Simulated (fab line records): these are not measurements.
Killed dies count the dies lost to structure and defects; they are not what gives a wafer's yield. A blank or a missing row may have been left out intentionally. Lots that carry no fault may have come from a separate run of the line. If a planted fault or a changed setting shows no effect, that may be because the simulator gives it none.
fab line records	flow n5-finfet	part 1 of 2: steps 1 to 26 of 34
record lots=5	wafers=15	last-day=15
route steps=1938 shown BEOL_M15@1776
lots that met no fault: from a run of the same line without faults
start-h: hours from the record's opening day to when the first of the lot's shown wafers began	wait-h: hours elapsed since this lot's preceding step	" unchanged from the row above	L1.1+2: a single row standing in for several wafers	- either no value or no given start	* or withheld: withheld	< > ~ a bound
route shown NAME@n: NAME is a module with steps in the file, n the number in the route of the first one	usual: mean and standard deviation over wafers with no fault	same: alike in all rows	chamber/n: place in a boat	sites: per-site readings	_std_site: the values' standard deviation	_edge_site: outer sites' mean less inner sites'	radius-mm: how far each site lies from the wafer's centre	mask NAME#n: copy n	behind: tool/chamber where the wafer was last shaped	hold: why the lot went on hold/how many hours it stayed there/how the hold came to an end	device: the n, p or np transistor that did not switch	end of line: the tests these same wafers got at the end of their route	where a step has no rows: the recipe by itself	killed: not the wafer's yield, but the dies lost to structure and defects at the first sort	map: the dies of a wafer, with x for killed, . for not killed, _ for no die there
set.NAME: the setting that was run; set.NAME@STEP: the one run at that earlier step	model.NAME: the simulator's own value behind a step, which no gauge read
lots seen at some steps along the route; tables by step, rows by wafer
services: the hour from which a tool's chamber was out of use, counted from the record's first day as start-h (under 0 if before that day), plus the number of hours and why
## steps
# step N5_BEOL_M15_COAT_04
# recipe spin-rpm=1704	resist-thk-nm=800
lot.wafer	tool	chamber	start-h	wait-h
L074.1+5+6	litho-track-04	0	-	-
L084.1+2+6	litho-track-03	0	-	-
L085.1+4+5	litho-track-02	0	-	-
L092.1+3+5	litho-track-04	0	-	-
L094.1+4+6	litho-track-02	0	-	-
# step N5_BEOL_M15_EBR_06
# recipe solvent=PGMEA	ebr-width-mm=1.5
lot.wafer	tool	chamber	start-h	wait-h
L074.1+5+6	litho-track-04	0	-	-
L084.1+2+6	litho-track-03	0	-	-
L085.1+4+5	litho-track-02	0	-	-
L092.1+3+5	litho-track-04	0	-	-
L094.1+4+6	litho-track-02	0	-	-
# step N5_BEOL_M15_SOFTBAKE_05
# recipe temp-c=130	time-s=60
lot.wafer	tool	chamber	start-h	wait-h
L074.1+5+6	litho-track-04	0	-	-
L084.1+2+6	litho-track-03	0	-	-
L085.1+4+5	litho-track-02	0	-	-
L092.1+3+5	litho-track-04	0	-	-
L094.1+4+6	litho-track-02	0	-	-
# step N5_BEOL_M15_EXPOSE_07
# recipe mask-id=V14	na=0.8	source-shape=annular	sigma-inner=0.5	sigma-outer=0.8	polarization=unpolarized	attpsm-phase-deg=180	dose-mj=41.25
# usual exposure-dose-mJ-cm2=41.22/0.043
lot.wafer	tool	chamber	start-h	wait-h	mask	exposure-dose-mJ-cm2
L074.1	krf-scanner-01	0	233.42	-	V14#0	41.24
L074.5	"	0	"	"	V14#0	41.28
L074.6	"	0	"	"	V14#0	41.17
L084.1	krf-scanner-01	0	286.03	-	V14#0	41.20
L084.2	"	0	"	"	V14#0	41.13
L084.6	"	0	"	"	V14#0	41.18
L085.1	krf-scanner-02	0	297.78	-	V14#0	41.18
L085.4	"	0	"	"	V14#0	41.17
L085.5	"	0	"	"	V14#0	41.16
L092.1	krf-scanner-01	0	333.53	-	V14#0	41.15
L092.3	"	0	"	"	V14#0	41.28
L092.5	"	0	"	"	V14#0	41.24
L094.1	krf-scanner-02	0	340.44	-	V14#0	41.18
L094.4	"	0	"	"	V14#0	41.21
L094.6	"	0	"	"	V14#0	41.19
# step N5_BEOL_M15_PEB_08
# recipe peb-temp-c=130	peb-time-s=90
lot.wafer	tool	chamber	start-h	wait-h
L074.1+5+6	litho-track-02	0	233.47	0.1
L084.1+2+6	litho-track-03	0	286.09	0.1
L085.1+4+5	litho-track-04	0	297.84	0.1
L092.1+3+5	litho-track-02	0	333.58	0.1
L094.1+4+6	litho-track-04	0	340.50	0.1
# step N5_BEOL_M15_DEVELOP_09
# recipe develop-time-s=45	rinse-liquid=diw	dry=air-spin	dev-temp-c=21
lot.wafer	tool	chamber	start-h	wait-h
L074.1+5+6	litho-track-02	0	-	-
L084.1+2+6	litho-track-03	0	-	-
L085.1+4+5	litho-track-04	0	-	-
L092.1+3+5	litho-track-02	0	-	-
L094.1+4+6	litho-track-04	0	-	-
# step N5_BEOL_M15_HARDBAKE_14
# recipe temp-c=130	time-s=120
lot.wafer	tool	chamber	start-h	wait-h
L074.1+5+6	litho-track-02	0	-	-
L084.1+2+6	litho-track-03	0	-	-
L085.1+4+5	litho-track-04	0	-	-
L092.1+3+5	litho-track-02	0	-	-
L094.1+4+6	litho-track-04	0	-	-
# step N5_BEOL_M15_CD_MEAS_10
# recipe target-cd-nm=360	landing-energy-ev=500	detector=se-inlens	polarity=opening
# usual cd-nm=360.4/1.6
lot.wafer	tool	chamber	start-h	wait-h	cd-nm
L074.1	cd-sem-01	0	233.59	-	361.1
L074.5	"	0	"	"	360.0
L074.6	"	0	"	"	363.3
L084.1	cd-sem-02	0	286.20	-	357.9
L084.2	"	0	"	"	359.8
L084.6	"	0	"	"	357.1
L085.1	cd-sem-02	0	297.95	-	360.1
L085.4	"	0	"	"	359.1
L085.5	"	0	"	"	357.9
L092.1	cd-sem-02	0	333.70	-	361.4
L092.3	"	0	"	"	361.9
L092.5	"	0	"	"	360.9
L094.1	cd-sem-01	0	340.62	-	361.4
L094.4	"	0	"	"	360.9
L094.6	"	0	"	"	361.2
# step N5_BEOL_M15_OVL_MEAS_11
# recipe points-per-wafer=44
# usual V14_OVL=1/5.2
lot.wafer	tool	chamber	start-h	wait-h	V14_OVL[nm]
L074.1	overlay-02	0	233.62	0.0	10
L074.5	"	0	"	"	0
L074.6	"	0	"	"	3
L084.1	overlay-01	0	286.23	0.0	1
L084.2	"	0	"	"	2
L084.6	"	0	"	"	-2
L085.1	overlay-02	0	297.98	0.0	0
L085.4	"	0	"	"	0
L085.5	"	0	"	"	-5
L092.1	overlay-01	0	333.73	0.0	-11
L092.3	"	0	"	"	-7
L092.5	"	0	"	"	-5
L094.1	overlay-02	0	340.65	0.0	0
L094.4	"	0	"	"	2
L094.6	"	0	"	"	0
# step N5_BEOL_M15_INSPECT_12
# recipe mode=adi	inspect-instrument=macro
# usual raw-defect-count=2.1/1.5
lot.wafer	tool	chamber	start-h	wait-h	raw-defect-count
L074.1	defect-inspect-01	-	233.64	0.0	2
L074.5	"	-	"	"	6
L074.6	"	-	"	"	0
L084.1	defect-inspect-02	-	286.26	0.0	3
L084.2	"	-	"	"	4
L084.6	"	-	"	"	3
L085.1	defect-inspect-01	-	298.00	0.0	0
L085.4	"	-	"	"	2
L085.5	"	-	"	"	3
L092.1	defect-inspect-02	-	333.75	0.0	4
L092.3	"	-	"	"	5
L092.5	"	-	"	"	2
L094.1	defect-inspect-01	-	340.67	0.0	1
L094.4	"	-	"	"	0
L094.6	"	-	"	"	0
# step N5_BEOL_M15_DESCUM_15
# recipe chemistry=O2	time-s=7.9	source-power-w=50	bias-power-w=20	pressure-mtorr=20	rf-frequency-hz=2.712e+07	temp-c=40	o2-flow-sccm=225
# usual drypump-motor-current-A=5.6/0.51	oes-product-au=0.79/0.085	rf-vpp-V=242.9/1.4	showerhead-plenum-p-Torr=2.08/0.077	throttle-valve-pct=20.43/0.19
lot.wafer	tool	chamber	start-h	wait-h	drypump-motor-current-A	oes-product-au	rf-hours-counter-h	rf-vpp-V	showerhead-plenum-p-Torr	throttle-valve-pct
L074.1	rie-diel-05	0	233.68	0.0	5.6	0.75	135	240.2	1.95	20.58
L074.5	"	1	"	"	6.1	0.82	-	244.6	2.20	20.17
L074.6	"	0	"	"	5.6	0.75	-	241.1	1.95	20.57
L084.1	rie-diel-05	3	286.29	0.0	5.8	0.67	244	243.7	2.17	20.32
L084.2	"	1	"	"	6.1	0.79	90	246.1	2.20	20.17
L084.6	"	1	"	"	6.1	0.79	-	246.1	2.19	20.18
L085.1	rie-diel-05	3	298.41	0.4	5.8	0.67	247	243.8	2.17	20.35
L085.4	"	1	"	"	6.1	0.79	94	244.3	2.19	20.20
L085.5	"	2	"	"	6.7	0.78	-	243.6	2.19	20.02
L092.1	rie-diel-03	0	333.79	0.0	6.0	0.70	210	244.3	2.08	20.72
L092.3	"	1	"	"	6.1	0.84	93	242.4	2.02	20.34
L092.5	"	2	"	"	5.0	0.72	-	242.1	2.00	20.49
L094.1	rie-diel-01	0	340.70	0.0	4.9	0.80	114	243.1	2.10	20.57
L094.4	"	0	"	"	4.9	0.80	-	244.0	2.10	20.58
L094.6	"	2	"	"	5.0	0.91	-	240.7	2.03	20.49
# step N5_BEOL_M15_ETCH_59
# recipe chemistry=N2/H2	target=BARC	target-depth-a=890	overetch-a=267	time-s=67.9	ion-energy-ev=200	pressure-mtorr=30	source-w=840	bias-w=150	n2-flow-sccm=200	h2-flow-sccm=200
# usual drypump-motor-current-A=5.6/0.51	oes-product-au=0.68/0.068	rf-vpp-V=523.4/2.8	showerhead-plenum-p-Torr=2.53/0.096	throttle-valve-pct=17.86/0.24
lot.wafer	tool	chamber	start-h	wait-h	drypump-motor-current-A	oes-product-au	rf-hours-counter-h	rf-vpp-V	showerhead-plenum-p-Torr	throttle-valve-pct
L074.1	rie-diel-05	0	233.71	0.0	5.6	0.64	135	517.6	2.34	17.83
L074.5	"	1	"	"	6.1	0.70	-	528.0	2.69	17.69
L074.6	"	0	"	"	5.6	0.65	-	518.3	2.34	17.85
L084.1	rie-diel-05	3	286.33	0.0	5.8	0.59	244	525.5	2.60	17.54
L084.2	"	1	"	"	6.1	0.69	90	527.2	2.69	17.71
L084.6	"	1	"	"	6.1	0.69	-	528.0	2.69	17.69
L085.1	rie-diel-05	3	298.45	0.0	5.7	0.59	247	525.8	2.59	17.53
L085.4	"	1	"	"	6.1	0.68	94	526.9	2.69	17.70
L085.5	"	2	"	"	6.7	0.66	-	526.1	2.66	17.60
L092.1	rie-diel-03	0	333.82	0.0	5.9	0.60	210	523.8	2.53	18.18
L092.3	"	1	"	"	6.1	0.70	93	521.1	2.49	17.98
L092.5	"	2	"	"	5.0	0.62	-	520.0	2.40	17.69
L094.1	rie-diel-01	0	340.74	0.0	4.9	0.69	114	525.3	2.57	18.16
L094.4	"	0	"	"	4.9	0.69	-	524.7	2.57	18.17
L094.6	"	2	"	"	5.0	0.78	-	522.8	2.49	18.09
# step N5_BEOL_M15_VIA_ETCH_16
# recipe chemistry=C4F8/O2/Ar	target=SiO2	he-inner-torr=15	he-outer-torr=30	target-depth-a=17922	time-s=withheld	ion-energy-ev=800	pressure-mtorr=20	source-w=1905	bias-w=2040	Ar_flow_sccm=400	C4F8_flow_sccm=16	O2_flow_sccm=12	ends=cleared
# usual O2_flow_sccm=12.00/0.037	drypump-motor-current-A=5.6/0.51	mfc-ar-sccm=399.9/1.2	oes-product-au=0.72/0.075	rf-vpp-V=2210/42	showerhead-plenum-p-Torr=3.41/0.11	throttle-valve-pct=30.79/0.26
lot.wafer	tool	chamber	start-h	wait-h	O2_flow_sccm	drypump-motor-current-A	mfc-ar-sccm	oes-product-au	rf-vpp-V	showerhead-plenum-p-Torr	throttle-valve-pct
L074.1	rie-diel-05	0	233.76	0.0	12.03	5.6	400.0	0.69	2137	3.20	30.95
L074.5	"	1	"	"	11.99	6.1	396.3	0.74	2213	3.59	30.45
L074.6	"	0	"	"	12.02	5.6	400.3	0.69	2138	3.20	30.97
L084.1	rie-diel-05	3	286.38	0.0	12.04	5.8	400.2	0.62	2263	3.52	30.46
L084.2	"	1	"	"	12.02	6.1	399.1	0.71	2212	3.58	30.46
L084.6	"	1	"	"	12.05	6.2	400.4	0.71	2214	3.58	30.45
L085.1	rie-diel-05	3	298.50	0.0	12.01	5.8	400.8	0.62	2264	3.52	30.49
L085.4	"	1	"	"	11.95	6.1	398.3	0.72	2213	3.58	30.47
L085.5	"	2	"	"	11.93	6.7	401.3	0.71	2221	3.54	30.17
L092.1	rie-diel-03	0	333.87	0.0	12.00	5.9	400.2	0.63	2272	3.41	31.10
L092.3	"	1	"	"	11.97	6.1	399.9	0.74	2228	3.32	30.72
L092.5	"	2	"	"	12.00	5.1	398.0	0.65	2194	3.29	30.77
L094.1	rie-diel-01	0	340.79	0.0	12.02	4.9	399.4	0.74	2154	3.44	31.02
L094.4	"	0	"	"	12.00	4.9	399.6	0.74	2155	3.44	31.00
L094.6	"	2	"	"	11.95	5.0	400.4	0.81	2239	3.35	31.02
# step N5_BEOL_M15_STRIP_63
# recipe chemistry=O2	power-w=600	temp-c=60	pressure-mtorr=30	rf-frequency-hz=6e+07	bias-power-w=0	overash-fraction=0.3	o2-flow-sccm=225
# usual drypump-motor-current-A=5.6/0.51	oes-product-au=0.79/0.085	rf-vpp-V=3.7/0.68	showerhead-plenum-p-Torr=2.09/0.077	throttle-valve-pct=16.66/0.18
lot.wafer	tool	chamber	start-h	wait-h	drypump-motor-current-A	oes-product-au	rf-hours-counter-h	rf-vpp-V	showerhead-plenum-p-Torr	throttle-valve-pct
L074.1	rie-diel-05	0	-	-	5.6	0.76	135	3.6	1.95	16.76
L074.5	"	1	"	"	6.1	0.81	-	3.4	2.20	16.44
L074.6	"	0	"	"	5.6	0.76	-	3.6	1.95	16.75
L084.1	rie-diel-05	3	-	-	5.8	0.68	244	3.9	2.17	16.63
L084.2	"	1	"	"	6.1	0.79	90	3.8	2.20	16.45
L084.6	"	1	"	"	6.1	0.79	-	3.2	2.20	16.44
L085.1	rie-diel-05	3	-	-	5.7	0.67	247	3.0	2.17	16.66
L085.4	"	1	"	"	6.1	0.80	94	3.9	2.20	16.46
L085.5	"	2	"	"	6.8	0.78	-	3.9	2.19	16.33
L092.1	rie-diel-03	0	-	-	5.9	0.69	210	5.8	2.09	16.94
L092.3	"	1	"	"	6.1	0.83	93	3.8	2.03	16.54
L092.5	"	2	"	"	5.1	0.72	-	4.5	2.00	16.80
L094.1	rie-diel-01	0	-	-	4.9	0.80	114	4.1	2.11	16.75
L094.4	"	0	"	"	4.9	0.79	-	3.2	2.11	16.75
L094.6	"	2	"	"	5.0	0.90	-	3.0	2.04	16.69
# step N5_BEOL_M15_STRIP_64
# recipe chemistry=O2	power-w=600	temp-c=60	pressure-mtorr=30	rf-frequency-hz=6e+07	bias-power-w=0	overash-fraction=0.3	o2-flow-sccm=225
# usual drypump-motor-current-A=5.6/0.51	oes-product-au=0.79/0.086	rf-vpp-V=3.6/0.47	showerhead-plenum-p-Torr=2.09/0.077	throttle-valve-pct=16.66/0.19
lot.wafer	tool	chamber	start-h	wait-h	drypump-motor-current-A	oes-product-au	rf-hours-counter-h	rf-vpp-V	showerhead-plenum-p-Torr	throttle-valve-pct
L074.1	rie-diel-05	0	-	-	5.6	0.76	135	3.2	1.95	16.74
L074.5	"	1	"	"	6.1	0.81	-	3.3	2.20	16.43
L074.6	"	0	"	"	5.6	0.75	-	3.5	1.95	16.75
L084.1	rie-diel-05	3	-	-	5.8	0.68	244	4.0	2.17	16.61
L084.2	"	1	"	"	6.1	0.80	90	3.6	2.20	16.45
L084.6	"	1	"	"	6.1	0.79	-	3.5	2.20	16.44
L085.1	rie-diel-05	3	-	-	5.8	0.67	247	4.4	2.17	16.62
L085.4	"	1	"	"	6.1	0.80	94	3.7	2.20	16.47
L085.5	"	2	"	"	6.7	0.78	-	4.1	2.19	16.33
L092.1	rie-diel-03	0	-	-	5.9	0.70	210	3.7	2.09	16.92
L092.3	"	1	"	"	6.1	0.83	93	4.0	2.03	16.56
L092.5	"	2	"	"	5.1	0.72	-	3.9	2.00	16.81
L094.1	rie-diel-01	0	-	-	4.9	0.79	114	4.1	2.11	16.76
L094.4	"	0	"	"	4.9	0.80	-	3.7	2.11	16.77
L094.6	"	2	"	"	5.0	0.90	-	3.1	2.03	16.69
# step N5_BEOL_M15_STRIP_65
# recipe chemistry=post-etch-residue-remover	time-s=60	temp-c=25	remover-ph=withheld	remover-water-wt-pct=withheld	remover-fluoride-wt-pct=withheld
lot.wafer	tool	chamber	start-h	wait-h
L074.1+5+6	wet-bench-01	2,1,7	234.11	-
L084.1+2+6	wet-bench-01	7,6,1	286.73	-
L085.1+4+5	wet-bench-01	3,5,0	298.85	-
L092.1+3+5	wet-bench-05	0,4,7	334.23	-
L094.1+4+6	wet-bench-01	6,5,7	341.14	-
# step N5_BEOL_M15_SRD_66
# recipe time-s=30	temp-c=23	rinse-liquid=diw	dry=n2-spin	spin-rpm=1500	dry-time-s=30
# same dry-time-s=30
lot.wafer	tool	chamber	start-h	wait-h
L074.1+5+6	wet-bench-01	2,1,7	234.13	0.0
L084.1+2+6	wet-bench-01	7,6,1	286.75	0.0
L085.1+4+5	wet-bench-01	3,5,0	298.87	0.0
L092.1+3+5	wet-bench-05	0,4,7	334.24	0.0
L094.1+4+6	wet-bench-01	6,5,7	341.16	0.0
# step N5_BEOL_M15_CD_MEAS_17
# recipe target-cd-nm=360	polarity=opening
# usual cd-nm=361.8/2.3
lot.wafer	tool	chamber	start-h	wait-h	cd-nm
L074.1	cd-sem-02	-	234.17	0.0	362.6
L074.5	"	-	"	"	360.8
L074.6	"	-	"	"	365.4
L084.1	cd-sem-02	-	286.79	0.0	360.4
L084.2	"	-	"	"	362.2
L084.6	"	-	"	"	362.0
L085.1	cd-sem-01	-	298.91	0.0	361.9
L085.4	"	-	"	"	362.3
L085.5	"	-	"	"	360.7
L092.1	cd-sem-01	-	334.28	0.0	360.7
L092.3	"	-	"	"	361.2
L092.5	"	-	"	"	360.9
L094.1	cd-sem-03	-	341.20	0.0	363.1
L094.4	"	-	"	"	363.0
L094.6	"	-	"	"	362.0
# step N5_BEOL_M15_COAT_56
# recipe resist=SOC	temp-c=250	time-s=60	spin-rpm=1500	resist-thk-nm=550
lot.wafer	tool	chamber	start-h	wait-h
L074.1+5+6	litho-track-02	0	234.21	0.0
L084.1+2+6	litho-track-04	0	286.83	0.0
L085.1+4+5	litho-track-02	0	298.94	0.0
L092.1+3+5	litho-track-02	0	334.32	0.0
L094.1+4+6	litho-track-03	0	341.24	0.0
# step N5_BEOL_M15_ETCH_57
# recipe chemistry=N2/H2	target=SOC	source-w=3000	bias-w=350	time-s=750	ion-energy-ev=200	pressure-mtorr=30	n2-flow-sccm=200	h2-flow-sccm=200
# usual drypump-motor-current-A=5.6/0.52	oes-product-au=0.80/0.085	rf-vpp-V=523.7/2.8	showerhead-plenum-p-Torr=2.54/0.097	throttle-valve-pct=17.76/0.23
lot.wafer	tool	chamber	start-h	wait-h	drypump-motor-current-A	oes-product-au	rf-hours-counter-h	rf-vpp-V	showerhead-plenum-p-Torr	throttle-valve-pct
L074.1	rie-diel-03	1	234.35	-	6.1	0.87	59	523.1	2.50	17.82
L074.5	"	3	"	"	5.4	0.69	-	525.3	2.61	17.88
L074.6	"	0	"	"	5.9	0.72	-	524.6	2.54	18.03
L084.1	rie-diel-01	1	286.89	-	5.8	0.82	77	524.8	2.57	17.73
L084.2	"	3	"	"	5.4	0.67	237	520.0	2.42	17.91
L084.6	"	1	"	"	5.8	0.81	-	525.0	2.57	17.72
L085.1	rie-diel-05	1	299.13	-	6.1	0.80	94	528.0	2.68	17.61
L085.4	"	2	"	"	6.8	0.77	139	528.4	2.66	17.45
L085.5	"	0	"	"	5.6	0.73	-	517.3	2.33	17.77
L092.1	rie-diel-01	2	334.39	-	5.0	0.92	29	521.9	2.49	17.98
L092.3	"	0	"	"	4.9	0.81	111	523.8	2.57	18.04
L092.5	"	0	"	"	4.9	0.81	-	524.4	2.57	18.06
L094.1	rie-diel-01	0	341.31	-	4.9	0.82	114	523.8	2.57	18.06
L094.4	"	1	"	"	5.9	0.79	-	522.9	2.56	17.76
L094.6	"	0	"	"	4.9	0.81	-	524.2	2.57	18.06
# step N5_BEOL_M15_COAT_60
# recipe resist=BARC	temp-c=205	time-s=60	spin-rpm=1500	resist-thk-nm=89
lot.wafer	tool	chamber	start-h	wait-h
L074.1+5+6	litho-track-03	0	234.86	0.3
L084.1+2+6	litho-track-03	0	287.39	0.3
L085.1+4+5	litho-track-04	0	299.63	0.3
L092.1+3+5	litho-track-02	0	334.89	0.3
L094.1+4+6	litho-track-02	0	341.82	0.3
# step N5_BEOL_M15_COAT_22
# recipe spin-rpm=1704	resist-thk-nm=800
lot.wafer	tool	chamber	start-h	wait-h
L074.1+5+6	litho-track-03	0	-	-
L084.1+2+6	litho-track-03	0	-	-
L085.1+4+5	litho-track-04	0	-	-
L092.1+3+5	litho-track-02	0	-	-
L094.1+4+6	litho-track-02	0	-	-
# step N5_BEOL_M15_EBR_24
# recipe solvent=PGMEA	ebr-width-mm=1.5
lot.wafer	tool	chamber	start-h	wait-h
L074.1+5+6	litho-track-03	0	-	-
L084.1+2+6	litho-track-03	0	-	-
L085.1+4+5	litho-track-04	0	-	-
L092.1+3+5	litho-track-02	0	-	-
L094.1+4+6	litho-track-02	0	-	-
# step N5_BEOL_M15_SOFTBAKE_23
# recipe temp-c=130	time-s=60
lot.wafer	tool	chamber	start-h	wait-h
L074.1+5+6	litho-track-03	0	-	-
L084.1+2+6	litho-track-03	0	-	-
L085.1+4+5	litho-track-04	0	-	-
L092.1+3+5	litho-track-02	0	-	-
L094.1+4+6	litho-track-02	0	-	-
# step N5_BEOL_M15_EXPOSE_25
# recipe mask-id=M15	na=0.8	source-shape=annular	sigma-inner=0.5	sigma-outer=0.8	polarization=unpolarized	target-cd-nm=400	dose-mj=35.5
# usual exposure-dose-mJ-cm2=35.47/0.036
lot.wafer	tool	chamber	start-h	wait-h	mask	exposure-dose-mJ-cm2
L074.1	krf-scanner-02	0	234.96	-	M15#0	35.47
L074.5	"	0	"	"	M15#0	35.46
L074.6	"	0	"	"	M15#0	35.51
L084.1	krf-scanner-02	0	287.62	-	M15#0	35.45
L084.2	"	0	"	"	M15#0	35.49
L084.6	"	0	"	"	M15#0	35.47
L085.1	krf-scanner-01	0	299.86	-	M15#0	35.53
L085.4	"	0	"	"	M15#0	35.52
L085.5	"	0	"	"	M15#0	35.54
L092.1	krf-scanner-02	0	335.11	-	M15#0	35.52
L092.3	"	0	"	"	M15#0	35.50
L092.5	"	0	"	"	M15#0	35.47
L094.1	krf-scanner-02	0	341.92	-	M15#0	35.47
L094.4	"	0	"	"	M15#0	35.42
L094.6	"	0	"	"	M15#0	35.38
# step N5_BEOL_M15_PEB_26
# recipe peb-temp-c=130	peb-time-s=90
lot.wafer	tool	chamber	start-h	wait-h
L074.1+5+6	litho-track-02	0	235.01	0.1
L084.1+2+6	litho-track-03	0	287.67	0.1
L085.1+4+5	litho-track-03	0	299.92	0.1
L092.1+3+5	litho-track-03	0	335.17	0.1
L094.1+4+6	litho-track-02	0	341.97	0.1
